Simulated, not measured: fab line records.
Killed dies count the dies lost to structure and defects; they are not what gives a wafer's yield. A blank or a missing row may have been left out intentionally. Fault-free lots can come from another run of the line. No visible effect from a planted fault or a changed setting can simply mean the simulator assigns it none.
fab line records	flow n5-finfet	part 2 of 2: steps 5 to 6 of 6
record: lots: 23	wafers: 69	last-day: 20
route steps=1938 shown BEOL_M10@1492 BEOL_M11@1573 BEOL_M12@1635 BEOL_M13@1707
lots untouched by any fault: they come from a run of this same line in which no faults occurred
start-h: hours from the record's opening day to when the first of the lot's shown wafers began	wait-h: hours elapsed since this lot's preceding step	" identical to the entry in the row above	L1.1+2: several wafers, shown together as one row	- value missing, or start not given	* or withheld: withheld	< > ~ a bound
route shown NAME@n: a module of which the file shows steps, and the number in the route of the first	usual: mean/standard deviation of fault-free wafers	same: alike in all rows	chamber/n: place in a boat	sites: each site's reading	_std_site: their standard deviation	_edge_site: outer sites' mean less inner sites'	radius-mm: how far each site lies from the wafer's centre	mask NAME#n: copy n	behind: the tool/chamber that last shaped the wafer	hold: what put the lot on hold/how long, in hours/how the hold closed	device: the n, p or np transistor that did not switch	end of line: the tests these same wafers got at the end of their route	for a step that has no rows: nothing shown but its recipe	killed: dies that structure and defects cost at the first sort, which is not the same as the wafer's yield	map: a wafer's dies, marking killed ones x, the rest . and places with no die _
set.NAME: the run value of the setting; set.NAME@STEP: its run value at that earlier step	model.NAME: the simulator's own value behind a step, which no gauge read
the route's steps for a sample of lots (tables are steps, rows are wafers)
services: when a tool's chamber went out of use (start-h, in hours from the record's first day, below 0 if earlier), for how many hours, and the reason
== steps ==
step: N5_BEOL_M12_DESCUM_33
recipe: chemistry: O2	time-s: 7.9	source-power-w: 50	bias-power-w: 20	pressure-mtorr: 20	rf-frequency-hz: 2.712e+07	temp-c: 40	o2-flow-sccm: 225
usual: drypump-motor-current-A: 5.8/0.51	oes-product-au: 0.79/0.078	rf-vpp-V: 243.1/1.2	showerhead-plenum-p-Torr: 2.09/0.053	throttle-valve-pct: 20.48/0.24
lot.wafer	tool	chamber	start-h	wait-h	drypump-motor-current-A	oes-product-au	rf-hours-counter-h	rf-vpp-V	showerhead-plenum-p-Torr	throttle-valve-pct
L074.1	rie-diel-05	1	259.52	0.1	6.6	0.76	164	243.3	2.09	20.32
L074.3	"	2	"	"	6.0	0.71	222	246.1	2.16	20.80
L074.5	"	2	"	"	6.1	0.72	-	243.5	2.16	20.78
L079.1	rie-diel-04	1	264.28	0.0	6.2	0.92	17	243.2	2.04	20.21
L079.3	"	0	"	"	6.2	0.89	21	243.0	2.14	20.22
L079.5	"	3	"	"	5.5	0.87	-	244.6	2.12	20.29
L077.2	rie-diel-01	0	265.88	0.0	6.5	0.83	86	243.6	2.03	20.39
L077.5	"	3	"	"	5.2	0.73	-	242.9	2.09	20.75
L077.6	"	2	"	"	5.0	0.94	-	244.3	2.14	20.06
L076.1	rie-diel-04	2	266.17	0.0	5.6	0.69	212	242.5	2.07	20.73
L076.2	"	1	"	"	6.2	0.91	18	242.7	2.04	20.18
L076.4	"	0	"	"	6.2	0.89	22	244.0	2.14	20.23
L075.2	rie-diel-05	0	272.23	0.0	5.7	0.79	104	243.0	2.20	20.55
L075.3	"	3	"	"	6.0	0.78	122	242.1	2.02	20.64
L075.6	"	0	"	"	5.7	0.79	-	244.6	2.20	20.59
L078.1	rie-diel-05	1	281.32	0.0	6.6	0.75	172	242.5	2.09	20.34
L078.4	"	3	"	"	6.0	0.78	125	240.6	2.01	20.65
L078.6	"	1	"	"	6.6	0.75	-	241.9	2.09	20.34
L080.1	rie-diel-01	3	289.80	0.0	5.2	0.73	170	243.4	2.08	20.78
L080.3	"	2	"	"	5.0	0.92	24	244.4	2.14	20.06
L080.5	"	1	"	"	5.6	0.73	-	242.8	2.08	20.74
L081.2	rie-diel-01	1	293.95	0.0	5.6	0.72	212	241.8	2.08	20.74
L081.5	"	0	"	"	6.5	0.81	-	242.3	2.03	20.40
L081.6	"	3	"	"	5.1	0.72	-	242.3	2.08	20.78
L082.2	rie-diel-04	1	318.69	0.0	6.2	0.88	36	242.5	2.03	20.22
L082.3	"	2	"	"	5.5	0.68	226	243.6	2.06	20.76
L082.5	"	3	"	"	5.5	0.85	-	243.7	2.11	20.32
L085.2	rie-diel-04	1	319.72	0.0	6.2	0.88	37	241.3	2.03	20.21
L085.3	"	3	"	"	5.5	0.84	69	244.1	2.11	20.33
L085.4	"	0	"	"	6.2	0.85	40	244.2	2.13	20.24
L084.2	rie-diel-05	0	352.90	0.0	5.7	0.77	130	244.5	2.19	20.60
L084.4	"	3	"	"	6.0	0.76	-	242.0	2.01	20.69
L084.5	"	1	"	"	6.6	0.74	-	242.8	2.08	20.36
L086.2	rie-diel-01	2	353.88	0.0	5.0	0.88	44	242.0	2.13	20.12
L086.3	"	3	"	"	5.2	0.71	191	243.6	2.08	20.82
L086.4	"	0	"	"	6.5	0.79	115	242.6	2.02	20.40
L089.2	rie-diel-01	3	360.17	0.0	5.2	0.71	192	243.4	2.07	20.82
L089.3	"	2	"	"	5.0	0.87	46	243.8	2.13	20.10
L089.5	"	0	"	"	6.5	0.79	-	241.9	2.02	20.41
L083.3	rie-diel-01	3	365.99	0.3	5.2	0.70	195	243.5	2.07	20.82
L083.4	"	1	"	"	5.6	0.71	234	244.4	2.08	20.78
L083.5	"	2	"	"	5.0	0.88	-	245.5	2.13	20.11
L088.1	rie-diel-05	1	370.35	0.0	6.6	0.73	203	242.3	2.08	20.38
L088.2	"	3	"	"	5.9	0.75	157	241.9	2.00	20.71
L088.4	"	1	"	"	6.6	0.73	-	242.7	2.08	20.39
L087.1	rie-diel-01	0	372.69	0.0	6.5	0.79	121	241.8	2.02	20.42
L087.4	"	2	"	"	5.0	0.87	51	243.7	2.13	20.11
L087.6	"	0	"	"	6.5	0.78	-	241.8	2.02	20.44
L090.2	rie-diel-05	2	377.42	0.0	6.0	1.02	1	243.2	2.15	20.52
L090.3	"	3	"	"	6.0	0.75	160	240.6	2.00	20.70
L090.6	"	2	"	"	6.1	1.01	-	243.1	2.15	20.54
L093.3	rie-diel-04	0	396.80	0.0	6.2	0.83	62	244.3	2.12	20.28
L093.4	"	3	"	"	5.5	0.81	91	243.3	2.11	20.34
L093.5	"	0	"	"	6.2	0.82	-	245.1	2.12	20.28
L092.1	rie-diel-01	1	399.91	0.0	5.7	0.70	247	243.0	2.07	20.80
L092.2	"	2	"	"	5.0	0.86	60	242.3	2.13	20.13
L092.6	"	3	"	"	5.2	0.69	-	242.5	2.07	20.84
L094.1	rie-diel-01	2	406.37	0.2	5.0	0.86	63	244.8	2.13	20.14
L094.2	"	1	"	"	5.6	0.69	250	243.0	2.07	20.81
L094.3	"	3	"	"	5.2	0.69	210	242.3	2.07	20.84
L097.1	rie-diel-04	0	414.99	0.0	6.2	0.81	69	243.0	2.12	20.30
L097.2	"	1	"	"	6.2	0.84	65	242.2	2.02	20.26
L097.5	"	0	"	"	6.2	0.81	-	244.9	2.12	20.29
L095.4	rie-diel-04	1	417.27	0.9	6.3	0.83	-	242.1	2.02	20.26
L095.5	"	0	"	"	6.2	0.81	-	243.5	2.12	20.30
L095.6	"	3	"	"	5.5	0.81	-	242.5	2.10	20.36
L096.2	rie-diel-01	2	433.66	0.2	5.0	0.84	76	243.2	2.12	20.15
L096.3	"	0	"	"	6.5	0.77	148	242.2	2.01	20.47
L096.6	"	1	"	"	5.6	1.00	-	242.6	2.07	20.43
step: N5_BEOL_M13_SPUTTER_45
recipe: material: Cu	target-thk-a: 800	temp-c: -20	bias-v: 60	power-w: 26000	chamber-pressure-pa: 0.13	time-s: 13.33
usual: chuck-sensor-temp-C: -16.2/0.69	susceptor-temp-C: -20.01/0.099	throttle-valve-pct: 29.9/1.1
lot.wafer	tool	chamber	start-h	wait-h	chuck-sensor-temp-C	susceptor-temp-C	throttle-valve-pct
L074.1	pvd-sputter-03	-	266.56	0.0	-16.0	-19.72	29.3
L074.3	"	-	"	"	-17.3	-20.12	31.1
L074.5	"	-	"	"	-16.1	-19.98	29.4
L076.1	pvd-sputter-01	-	273.93	0.0	-15.9	-20.05	30.0
L076.2	"	-	"	"	-16.1	-19.97	28.9
L076.4	"	-	"	"	-17.6	-19.98	30.8
L077.2	pvd-sputter-01	-	274.25	0.0	-16.2	-19.98	28.2
L077.5	"	-	"	"	-15.9	-20.06	29.9
L077.6	"	-	"	"	-17.5	-20.09	30.5
L079.1	pvd-sputter-01	-	274.57	0.0	-17.5	-19.96	30.0
L079.3	"	-	"	"	-16.4	-20.00	28.4
L079.5	"	-	"	"	-17.5	-20.02	30.3
L075.2	pvd-sputter-03	-	279.46	0.0	-17.5	-19.84	31.3
L075.3	"	-	"	"	-15.9	-20.20	29.4
L075.6	"	-	"	"	-15.2	-20.01	32.1
L078.1	pvd-sputter-02	-	290.57	0.0	-15.5	-19.88	31.2
L078.4	"	-	"	"	-15.8	-19.94	30.3
L078.6	"	-	"	"	-15.7	-20.03	30.2
L080.1	pvd-sputter-01	-	299.36	0.0	-17.5	-20.17	30.7
L080.3	"	-	"	"	-16.4	-20.00	28.2
L080.5	"	-	"	"	-15.9	-20.02	29.9
L081.2	pvd-sputter-01	-	300.12	0.0	-16.2	-19.98	29.0
L081.5	"	-	"	"	-15.8	-20.09	30.1
L081.6	"	-	"	"	-17.6	-19.87	30.1
L082.2	pvd-sputter-02	-	326.62	0.0	-16.0	-20.10	28.9
L082.3	"	-	"	"	-15.7	-20.12	30.2
L082.5	"	-	"	"	-15.8	-19.96	30.3
L085.2	pvd-sputter-01	-	326.62	0.0	-16.1	-19.88	29.1
L085.3	"	-	"	"	-15.7	-20.19	29.6
L085.4	"	-	"	"	-16.2	-19.97	28.8
L086.2	pvd-sputter-01	-	362.51	0.0	-16.3	-20.02	28.2
L086.3	"	-	"	"	-15.8	-20.09	30.2
L086.4	"	-	"	"	-16.2	-19.96	28.7
L084.2	pvd-sputter-01	-	366.57	0.0	-15.8	-19.95	29.9
L084.4	"	-	"	"	-17.5	-20.04	30.1
L084.5	"	-	"	"	-15.9	-19.97	30.1
L089.2	pvd-sputter-02	-	370.08	0.0	-15.6	-20.15	30.3
L089.3	"	-	"	"	-15.8	-20.11	30.0
L089.5	"	-	"	"	-16.1	-20.13	28.7
L083.3	pvd-sputter-03	-	376.22	0.0	-16.3	-19.95	29.1
L083.4	"	-	"	"	-17.6	-20.15	31.0
L083.5	"	-	"	"	-17.5	-20.19	31.3
L088.1	pvd-sputter-01	-	379.43	0.0	-17.5	-20.09	30.4
L088.2	"	-	"	"	-15.8	-19.95	29.9
L088.4	"	-	"	"	-16.1	-19.91	29.1
L087.1	pvd-sputter-02	-	385.91	0.0	-16.1	-19.80	28.8
L087.4	"	-	"	"	-15.7	-20.03	29.9
L087.6	"	-	"	"	-15.8	-19.86	30.3
L090.2	pvd-sputter-02	-	387.43	0.0	-16.0	-20.16	28.6
L090.3	"	-	"	"	-15.5	-19.99	31.3
L090.6	"	-	"	"	-15.8	-20.04	29.9
L093.3	pvd-sputter-03	-	403.25	0.0	-17.5	-19.89	31.3
L093.4	"	-	"	"	-16.1	-20.15	29.4
L093.5	"	-	"	"	-15.9	-20.03	29.2
L092.1	pvd-sputter-02	-	408.73	0.0	-15.4	-20.02	31.3
L092.2	"	-	"	"	-15.8	-19.89	30.0
L092.6	"	-	"	"	-15.8	-20.12	30.1
L094.1	pvd-sputter-01	-	414.01	0.0	-16.2	-19.80	29.0
L094.2	"	-	"	"	-16.3	-20.02	28.2
L094.3	"	-	"	"	-15.8	-20.03	29.9
L097.1	pvd-sputter-03	-	422.35	0.0	-17.4	-19.85	31.0
L097.2	"	-	"	"	-15.2	-20.06	32.2
L097.5	"	-	"	"	-17.4	-19.92	31.5
L095.4	pvd-sputter-01	-	424.78	0.0	-16.3	-20.00	27.8
L095.5	"	-	"	"	-15.8	-19.93	30.2
L095.6	"	-	"	"	-17.6	-19.98	30.3
L096.2	pvd-sputter-02	-	442.45	0.0	-16.0	-19.96	28.5
L096.3	"	-	"	"	-15.5	-19.86	30.3
L096.6	"	-	"	"	-15.3	-20.08	31.3
== services ==
tool	chamber	start-h	hours	kind
rie-diel-05	-	236.95	2.4	repair
rie-diel-06	3	252.54	2.8	repair
rie-diel-03	1	260.48	6.6	repair
pvd-sputter-02	-	265.13	12.8	repair
rie-diel-04	2	287.32	7.5	repair
rie-diel-04	2	308.08	5.8	repair
rie-diel-05	2	313.06	5.9	repair
rie-diel-03	3	318.68	3.2	repair
rie-diel-06	3	326.10	3.0	repair
rie-diel-04	2	326.28	1.8	repair
pvd-sputter-03	-	361.72	2.7	repair
rie-diel-03	2	381.01	1.2	repair
rie-diel-02	-	383.04	0.7	repair
rie-diel-06	-	385.21	14.6	pm
rie-diel-03	1	388.62	8.8	repair
rie-diel-04	2	401.84	-	clean
rie-diel-01	1	406.85	-	clean
rie-diel-01	1	406.85	-	consumable-replace:focus-ring
rie-diel-05	-	414.47	4.0	pm
rie-diel-05	-	418.47	2.8	pm
rie-diel-05	0	428.66	5.9	repair
rie-diel-02	2	428.98	2.7	repair
rie-diel-04	-	430.76	2.8	pm
pvd-sputter-03	-	442.05	4.1	repair
